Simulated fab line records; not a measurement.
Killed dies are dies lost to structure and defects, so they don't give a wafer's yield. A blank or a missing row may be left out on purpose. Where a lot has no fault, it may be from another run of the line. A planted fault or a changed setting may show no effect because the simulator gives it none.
3 desks looking at one fault ; flow nand-harc ; what lay behind the numbers comes last; until then each desk has only its own

## DESK OF THE TOOL OWNER: arfi-scanner-03
The tool's own readings at NHARC_A_CONTACT_EXPOSE_39 (exposes mask A CC 3): means of the sampled wafers that have a number, for each lot that ran on this tool. If a lot's mean is further than 4 standard deviations from the usual mean, the lot is out of limits and carries the mark OUT (the distance appears in the brackets).
Columns: A = reticle-temp-C at NHARC_A_CONTACT_EXPOSE_39, usual 22.99 C
lot;first seen here;A
L687;day 22 15:35;23.03
L689;day 23 01:36;23.05
L696;day 26 05:30;23.00
L699;day 27 16:04;22.97
This desk's finding: nothing out of limits on any of the 4 lots.

## AT THE METROLOGY DESK
Means of the sampled wafers that have a number, per lot and without regard to the tool the lot ran on: this is what the gauges read. If a lot's mean is further than 4 standard deviations from the usual mean, the lot is out of limits and carries the mark OUT (the distance appears in the brackets).
Columns: A = overlay-x-nm at NHARC_A_CONTACT_OVL_MEAS_43, usual -0.1 nm; B = overlay-y-nm at NHARC_A_CONTACT_OVL_MEAS_43, usual 0.2 nm
lot;first seen here;A;B
L686;day 22 05:16;0.2;-0.1
L688;day 22 12:53;-1.2;-0.2
L687;day 22 15:48;-0.1;1.8
L689;day 23 01:49;-0.1;-0.6
L691;day 23 16:47;0.6;-0.4
L696;day 26 05:43;21.6 (+32) OUT;-0.1
L700;day 27 01:46;-0.5;0.8
L699;day 27 16:17;20.0 (+30) OUT;1.4
L703;day 29 02:53;0.2;-1.0
L704;day 29 04:37;0.6;1.4
L705;day 29 20:01;-0.4;0.8
L708;day 30 15:59;-0.2;1.1
This desk's finding: out of limits on L696, L699; first on L696, day 26 05:43 (overlay-x-nm at NHARC_A_CONTACT_OVL_MEAS_43). L686, L688, L687, L689, L691, L700, L703, L704, L705, L708: within limits.

## THE DEFECT DESK
Lot by lot, what the route's inspections counted, given as the mean of those sampled wafers with a number. If a lot's mean is further than 4 standard deviations from the usual mean, the lot is out of limits and carries the mark OUT (the distance appears in the brackets).
Columns: A = raw-defect-count at NHARC_A_CONTACT_INSPECT_44, usual 80
lot;first seen here;A
L686;day 22 05:18;161
L688;day 22 12:55;76
L687;day 22 15:50;108
L689;day 23 01:52;67
L691;day 23 16:49;77
L696;day 26 05:45;75
L700;day 27 01:49;99
L699;day 27 16:19;65
L703;day 29 02:55;63
L704;day 29 04:40;114
L705;day 29 20:03;122
L708;day 30 16:02;114
This desk's finding: nothing out of limits on any of the 12 lots.

## TAKEN TOGETHER
On L696, L699, the metrology desk was in a position to raise an alarm at day 26 05:43.
The tool owner's desk saw nothing out of limits.
Nothing out of limits was seen by the defect desk.
The tool owner's desk has L696, L699 on record, within its limits.
The defect desk has L696, L699 on record, within its limits.
On arfi-scanner-03, each named lot ran NHARC_A_CONTACT_EXPOSE_39.

## WHAT HAD BEEN PUT IN BY THE SIMULATOR
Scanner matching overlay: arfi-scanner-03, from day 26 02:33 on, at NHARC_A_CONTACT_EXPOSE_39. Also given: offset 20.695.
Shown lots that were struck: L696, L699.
Time in hours between the start of the fault and the first out-of-limits reading at each desk: metrology desk, 3.
